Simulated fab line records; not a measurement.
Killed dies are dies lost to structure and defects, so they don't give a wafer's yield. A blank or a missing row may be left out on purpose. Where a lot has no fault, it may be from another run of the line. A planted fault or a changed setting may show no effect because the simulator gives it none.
Chamber matching	flow nand harc	rie diel-02 running NHARC_A_SGD_CUT_ETCHBACK_24: 4 sister chambers
The step etches the open film in CH3F/O2, target depth 50 nm, time 92.857 s. 30 wafers are shown with their chamber, then 12 later ones without.

== WAFERS, EACH WITH ITS CHAMBER ==
wafer	chamber	drypump motor current A (A)	showerhead plenum p Torr (Torr)	rf vpp V (V)
L074.1	1	5.7	2.51	243.4
L074.3	3	4.8	2.58	247.8
L074.6	1	5.7	2.51	245.0
L077.3	3	4.8	2.58	246.4
L077.4	2	5.6	2.58	246.0
L077.6	2	5.6	2.58	246.0
L078.2	2	5.6	2.58	246.4
L078.4	0	5.5	2.51	244.7
L078.5	0	5.5	2.51	244.4
L080.2	2	5.6	2.58	244.9
L080.3	3	4.8	2.58	246.7
L080.5	3	4.8	2.58	245.8
L082.1	2	5.5	2.57	245.5
L082.3	3	4.8	2.58	246.3
L082.5	2	5.6	2.57	245.1
L085.1	2	5.6	2.57	246.3
L085.2	3	4.8	2.58	246.1
L085.4	0	5.5	2.51	244.5
L087.2	1	5.7	2.51	245.9
L087.3	0	5.5	2.51	244.1
L087.5	0	5.5	2.51	244.8
L086.1	3	4.8	2.58	246.5
L086.3	0	5.5	2.51	243.5
L086.6	0	5.5	2.51	246.4
L090.2	1	5.7	2.51	245.1
L090.5	0	5.5	2.51	245.7
L090.6	1	5.7	2.51	245.5
L092.1	0	5.5	2.51	245.8
L092.3	2	5.6	2.57	246.3
L092.4	3	4.8	2.58	246.1

SIGNATURES (means of the wafers above)
reading	chamber 0	chamber 1	chamber 2	chamber 3	scatter within a chamber
drypump motor current A	5.500	5.700	5.587	4.800	0.0183
showerhead plenum p Torr	2.5100	2.5100	2.5750	2.5800	0.00277
rf vpp V	244.878	244.980	245.812	246.463	0.767
Rule: a wafer's distance from a chamber is the root of the sum, over the readings, of the square of ((its reading less the chamber's mean) divided by the reading's scatter). If the next closest chamber is less than 2 further off than the closest, the wafer can't be placed; otherwise it belongs to the closest. The scatter: the root of (the sum of the squares of (reading less its chamber's mean) over the shown wafers, divided by (wafers less chambers)).

== WAFERS WITHOUT THEIR CHAMBER ==
wafer	drypump motor current A (A)	showerhead plenum p Torr (Torr)	rf vpp V (V)
L091.1	5.5	2.51	244.3
L091.3	5.7	2.51	244.2
L091.6	5.7	2.51	244.5
L093.1	5.5	2.57	246.2
L093.5	5.6	2.57	245.4
L093.6	4.8	2.58	245.3
L095.1	5.6	2.57	246.3
L095.3	4.8	2.58	246.6
L095.4	5.5	2.51	246.6
L097.2	5.7	2.51	243.7
L097.4	5.6	2.57	246.4
L097.5	5.5	2.51	245.1

== WHICH CHAMBER EACH WENT THROUGH ==
wafer	from the rows above	in truth
L091.1	0	0
L091.3	1	1
L091.6	1	1
L093.1	2	2
L093.5	2	2
L093.6	3	3
L095.1	2	2
L095.3	3	3
L095.4	0	0
L097.2	1	1
L097.4	2	2
L097.5	0	0
Placed correctly: 12 of 12. Left unplaced by these rows: 0. 0 placed wrongly.
